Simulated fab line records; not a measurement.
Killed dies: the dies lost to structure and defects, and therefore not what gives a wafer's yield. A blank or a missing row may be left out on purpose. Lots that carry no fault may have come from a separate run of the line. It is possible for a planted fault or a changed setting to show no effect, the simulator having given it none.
Struck lot and sound lot, side by side    flow nand harc    14 steps out of a route of 1159
Sound: wafers L133.3, L133.4, L133.5. Struck: wafers L141.2, L141.6 (left out: L141.4, a lot-mate that was not struck); the cause follows at the end.
At each step with rows: each side's tool, then ch and its chambers, then its first start. Under that, the readings that differ: sound wafers    struck wafers    difference of the means    sigmas: that difference in standard deviations of wafers without a fault.
alike: words and numbers the same on both sides, and readings whose means are apart by under 2 such deviations; not compared: readings that were withheld, readings missing a value for some wafer, numbers with overlapping values and no deviation given by the record, and bounds like >300 which may hide the same value.
Wherever a step has rows on one side only, a row that says differs or no value, or a row with sigmas, the two part there. Numbers that have no deviation but don't overlap get no sigmas and don't part them. Lack of a reading on every wafer of one side parts them only where that side has two or more wafers.

NHARC_P_M2_INSPECT_27:
  sound on defect inspect-01, day 6 07:53; struck on defect inspect-02, day 8 05:53
  alike: raw defect count
NHARC_P_M2_PRE_CLEAN_32: time 12 s.
  sound on pecvd-03 ch 0,2, day 6 07:59; struck on pecvd-02 ch 1, day 8 05:59
  alike: heater power w
NHARC_P_M2_DEP_33: deposits SiCN, target thk 30 nm.
  sound on pecvd-03 ch 0,2, day 6 08:12; struck on pecvd-02 ch 1, day 8 06:07
  alike: heater power w
NHARC_P_BONDPAD_DEP_00: deposits SiCN, target thk 250 nm.
  sound on pecvd-02 ch 0,2, day 6 08:40; struck on pecvd-01 ch 1,2, day 8 06:29
  alike: heater power w
NHARC_P_BONDPAD_CMP_32: polishes SiCN, target thk 200 nm.
  sound on cmp-03 ch 0,1,3, day 6 09:01; struck on cmp-04 ch 0,3, day 8 06:52
  alike: motor current A
NHARC_P_BONDPAD_THK_MEAS_33: measures by ellipsometry.
  sound on film metro-02, day 6 09:17; struck on film metro-02, day 8 07:07
  alike: thk nm
then, 5 steps without rows for these wafers: NHARC_P_BONDPAD_SRD_34; NHARC_P_BONDPAD_DEHYDRATE_01 (time 120 s); NHARC_P_BONDPAD_HMDS_02 (time 30 s); NHARC_P_BONDPAD_COAT_36 (time 65 s); NHARC_P_BONDPAD_COAT_03 (resist thk 600 nm).
NHARC_P_BONDPAD_SOFTBAKE_04: time 70 s.
  sound on litho track-05 ch 0, day 6 09:00; struck on litho track-05 ch 0, day 8 07:00
reading                   sound              struck       difference  sigmas
heater power total W (W)  200.6 199.7 201.4  236.0 235.6  +35.2       +27
then, 1 step without rows for these wafers: NHARC_P_BONDPAD_EBR_05.
-- the record jumps here: 14 days lie between the struck wafers' starts before and after (it left off in module P_BONDPAD and takes up again in module END, whose first step shown is number 1159 of the route) --
NHARC_END_SORT_01:
  at this point the record logs the struck wafers (prober-01 ch 0, day 22 07:53) and has no rows for the sound ones

## WHERE THEY PART
Earliest at NHARC_P_BONDPAD_SOFTBAKE_04; latest, in this record, at NHARC_END_SORT_01.

WHY: what the simulator had put in
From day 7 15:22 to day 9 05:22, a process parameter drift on litho track-05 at NHARC_P_BONDPAD_SOFTBAKE_04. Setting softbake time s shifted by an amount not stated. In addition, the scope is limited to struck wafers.
